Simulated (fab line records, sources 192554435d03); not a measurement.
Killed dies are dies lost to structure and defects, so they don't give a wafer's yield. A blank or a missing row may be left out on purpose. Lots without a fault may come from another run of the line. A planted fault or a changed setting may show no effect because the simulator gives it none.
Chamber matching | flow n5_finfet | N5_HKMG_FIN_ALD_74 on ald_hk-03: 4 sister chambers
The step deposits La2O3, target thk 0.5 nm, pulse time 6 s, co reactant pulse time 1 s. 4 wafers are shown with their chamber, then 8 later ones without.

WAFERS WITH THEIR CHAMBER
wafer  | chamber | heater_power_w (W)
L080.1 | 1       | 350
L080.3 | 2       | 369
L084.4 | 0       | 324
L086.2 | 3       | 402

WAFERS WITHOUT THEIR CHAMBER
wafer  | heater_power_w (W)
L086.4 | 354
L086.5 | 395
L094.3 | 359
L094.4 | 375
L094.5 | 348
L095.1 | 358
L095.3 | 370
L095.4 | 328

WHICH CHAMBER EACH WENT THROUGH
wafer  | from the rows above     | in truth
L086.4 | can't be placed: 1 or 2 | 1
L086.5 | 3                       | 3
L094.3 | can't be placed: 1 or 2 | 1
L094.4 | 2                       | 2
L094.5 | 1                       | 1
L095.1 | can't be placed: 1 or 2 | 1
L095.3 | 2                       | 2
L095.4 | 0                       | 0
Placed correctly: 5 of 8. Can't be placed from these rows: 3 (the true chamber is among the candidates in 3). Placed wrongly: 0.
How it was worked out, from the rows above alone: a wafer's distance from a chamber is the root of the sum, over the readings, of the square of ((its reading less the chamber's mean) divided by the reading's scatter). The wafer belongs to the nearest chamber; if the next one is less than 2 further off, it can't be placed. A chamber's mean is the mean of its shown wafers. The scatter: with one shown wafer a chamber, the root of the mean of the squares of how far each hidden wafer lies from its nearest shown one.
